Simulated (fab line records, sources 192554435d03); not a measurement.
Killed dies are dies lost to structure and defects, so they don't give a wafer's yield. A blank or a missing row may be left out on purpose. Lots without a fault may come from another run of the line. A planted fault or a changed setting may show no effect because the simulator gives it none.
One fault seen from 2 desks | flow n5_finfet | each desk has only its own numbers; what lay behind them comes last

THE TOOL OWNER'S DESK: pecvd-04
The tool's own readings at N5_FIN_SAQP_HM_DEP_72 (deposits SiO2 from SiH4/N2O, target thk 12 nm, time 7.2 s): means of the sampled wafers that have a number, for each lot that ran on this tool. A lot is out of limits, marked OUT, if its mean lies more than 4 standard deviations from the usual mean; the brackets give that distance.
Columns: A = heater_power_w at N5_FIN_SAQP_HM_DEP_72, usual 834 W; B = showerhead_plenum_p_Torr at N5_FIN_SAQP_HM_DEP_72, usual 8.12 Torr
lot  | first seen here | A   | B
L658 | day 4 03:34     | 914 | 8.19
L660 | day 4 14:56     | 928 | 8.20
L663 | day 5 09:52     | 986 | 8.17
L672 | day 7 16:11     | 912 | 8.18
This desk's finding: nothing out of limits on any of the 4 lots.

THE METROLOGY DESK
What the gauges read, lot by lot, whatever tool the lot ran on: means of the sampled wafers that have a number. A lot is out of limits, marked OUT, if its mean lies more than 4 standard deviations from the usual mean; the brackets give that distance. Of its 10 readings 7 are shown: those that lie furthest out on some lot.
Columns: A = DIBL_N at N5_BEOL_M4_RC_MEAS_101, usual 36.0 mV/V; B = DIBL_P at N5_BEOL_M4_RC_MEAS_101, usual 36.3 mV/V; C = IOFF_N at N5_BEOL_M4_RC_MEAS_101, usual 0.16 nA/um; D = IOFF_P at N5_BEOL_M4_RC_MEAS_101, usual 0.21 nA/um; E = ION_N at N5_BEOL_M4_RC_MEAS_101, usual 673 uA/um; F = SS_N at N5_BEOL_M4_RC_MEAS_101, usual 71.4 mV/dec; G = SS_P at N5_BEOL_M4_RC_MEAS_101, usual 73.3 mV/dec
lot  | first seen here | A    | B    | C    | D    | E   | F    | G
L658 | day 10 01:43    | 33.4 | 33.5 | 0.14 | 0.21 | 670 | 70.4 | 72.5
L660 | day 10 17:20    | 34.1 | 35.3 | 0.13 | 0.20 | 668 | 71.5 | 73.0
L663 | day 11 08:58    | 32.6 | 34.8 | 0.11 | 0.19 | 656 | 70.2 | 72.2
L664 | day 11 13:38    | 40.1 | 40.4 | 0.22 | 0.26 | 687 | 72.4 | 74.5
L672 | day 13 22:04    | 34.2 | 33.6 | 0.13 | 0.19 | 661 | 70.7 | 72.7
This desk's finding: nothing out of limits on any of the 5 lots.

PUT TOGETHER
The tool owner's desk saw nothing out of limits.
The metrology desk saw nothing out of limits.

WHAT THE SIMULATOR HAD PUT IN
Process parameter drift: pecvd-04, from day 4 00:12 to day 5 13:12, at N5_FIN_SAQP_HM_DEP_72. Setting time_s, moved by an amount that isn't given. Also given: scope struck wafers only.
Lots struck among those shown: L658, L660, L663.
